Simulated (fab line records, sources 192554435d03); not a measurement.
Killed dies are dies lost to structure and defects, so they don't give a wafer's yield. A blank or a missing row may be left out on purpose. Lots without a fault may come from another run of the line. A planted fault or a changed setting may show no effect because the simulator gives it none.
Chamber matching | flow n5_finfet | N5_MIM_TOP_ETCH_PECVD_03 on pecvd-02: 3 sister chambers
The step deposits SiNx from SiH4/NH3/N2, target thk 20 nm, time 17.6 s. 3 wafers are shown with their chamber, then 7 later ones without.

WAFERS WITH THEIR CHAMBER
wafer  | chamber | throttle_valve_pct (%)
L897.1 | 2       | 34.1
L907.1 | 1       | 37.4
L907.2 | 0       | 37.0

WAFERS WITHOUT THEIR CHAMBER
wafer  | throttle_valve_pct (%)
L907.5 | 37.6
L909.1 | 34.6
L909.2 | 37.9
L909.3 | 37.1
L915.1 | 37.6
L915.2 | 37.3
L915.6 | 34.4

WHICH CHAMBER EACH WENT THROUGH
wafer  | from the rows above     | in truth
L907.5 | can't be placed: 1 or 0 | 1
L909.1 | 2                       | 2
L909.2 | can't be placed: 1 or 0 | 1
L909.3 | can't be placed: 0 or 1 | 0
L915.1 | can't be placed: 1 or 0 | 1
L915.2 | can't be placed: 1 or 0 | 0
L915.6 | 2                       | 2
Placed correctly: 2 of 7. Can't be placed from these rows: 5 (the true chamber is among the candidates in 5). Placed wrongly: 0.
How it was worked out, from the rows above alone: a wafer's distance from a chamber is the root of the sum, over the readings, of the square of ((its reading less the chamber's mean) divided by the reading's scatter). The wafer belongs to the nearest chamber; if the next one is less than 2 further off, it can't be placed. A chamber's mean is the mean of its shown wafers. The scatter: with one shown wafer a chamber, the root of the mean of the squares of how far each hidden wafer lies from its nearest shown one.
